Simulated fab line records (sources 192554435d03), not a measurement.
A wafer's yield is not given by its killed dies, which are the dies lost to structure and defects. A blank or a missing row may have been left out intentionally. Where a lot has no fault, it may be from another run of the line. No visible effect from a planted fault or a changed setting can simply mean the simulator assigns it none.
Matching of chambers + flow n5Finfet + N5_BEOL_M14_CMP_49 on cmp-03 has 4 sister chambers
The step polishes, stops on SiO2, t overpolish 5.2 s, target thk 560 nm. 14 wafers are shown with their chamber, then 7 later ones without.

WAFERS, EACH WITH ITS CHAMBER
| wafer  | chamber | motorCurrentA (A) | timeToEndpointS (s) | slurryFilterDpKPa (kPa) |
|--------|---------|-------------------|---------------------|-------------------------|
| L083.1 | 2       | 7.9               | 118                 | 13.34                   |
| L083.2 | 0       | 7.1               | 122                 | 13.65                   |
| L083.4 | 1       | 8.2               | 122                 | 13.52                   |
| L085.2 | 3       | 9.0               | 125                 | 13.55                   |
| L085.4 | 0       | 7.4               | 123                 | 13.48                   |
| L085.6 | 1       | 8.1               | 123                 | 13.59                   |
| L086.1 | 1       | 7.4               | 122                 | 13.40                   |
| L086.2 | 3       | 9.0               | 123                 | 13.71                   |
| L086.4 | 0       | 7.3               | 124                 | 13.73                   |
| L090.1 | 3       | 9.4               | 129                 | 13.51                   |
| L090.3 | 1       | 8.2               | 123                 | 13.63                   |
| L090.6 | 3       | 9.4               | 125                 | 13.68                   |
| L091.4 | 1       | 8.2               | 127                 | 13.31                   |
| L091.5 | 3       | 9.3               | 124                 | 13.27                   |

SIGNATURES (averages over the wafers above)
| reading           | chamber 0 | chamber 1 | chamber 2 | chamber 3 | scatter within a chamber |
|-------------------|-----------|-----------|-----------|-----------|--------------------------|
| motorCurrentA     | 7.267     | 8.020     | 7.900     | 9.220     | 0.265                    |
| timeToEndpointS   | 123.00    | 123.40    | 118.00    | 125.20    | 2                        |
| slurryFilterDpKPa | 13.6200   | 13.4900   | 13.3400   | 13.5440   | 0.15                     |
Rule: distance of a wafer from a chamber = root of the sum over the readings of ((wafer's reading minus chamber's mean) / reading's scatter) squared. The wafer belongs to the nearest chamber; if the next one is less than 2 further off, it can't be placed. The scatter: the root of (the sum of the squares of (reading less its chamber's mean) over the shown wafers, divided by (wafers less chambers)).

WAFERS WITHOUT THEIR CHAMBER
| wafer  | motorCurrentA (A) | timeToEndpointS (s) | slurryFilterDpKPa (kPa) |
|--------|-------------------|---------------------|-------------------------|
| L091.6 | 7.1               | 129                 | 13.48                   |
| L089.2 | 8.1               | 120                 | 13.25                   |
| L089.3 | 9.4               | 120                 | 13.54                   |
| L089.6 | 7.7               | 114                 | 13.33                   |
| L097.1 | 9.2               | 124                 | 13.35                   |
| L097.4 | 7.6               | 124                 | 13.54                   |
| L097.5 | 7.8               | 126                 | 13.48                   |

THE CHAMBER EACH PASSED THROUGH
| wafer  | from the rows above     | in truth |
|--------|-------------------------|----------|
| L091.6 | can't be placed: 0 or 1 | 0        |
| L089.2 | can't be placed: 2 or 1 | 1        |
| L089.3 | 3                       | 3        |
| L089.6 | 2                       | 2        |
| L097.1 | 3                       | 3        |
| L097.4 | can't be placed: 0 or 1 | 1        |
| L097.5 | can't be placed: 1 or 0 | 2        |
3 of 7 placed correctly. Not placeable from these rows: 4 (in 3, the candidates include the true chamber). Wrongly placed: 0.
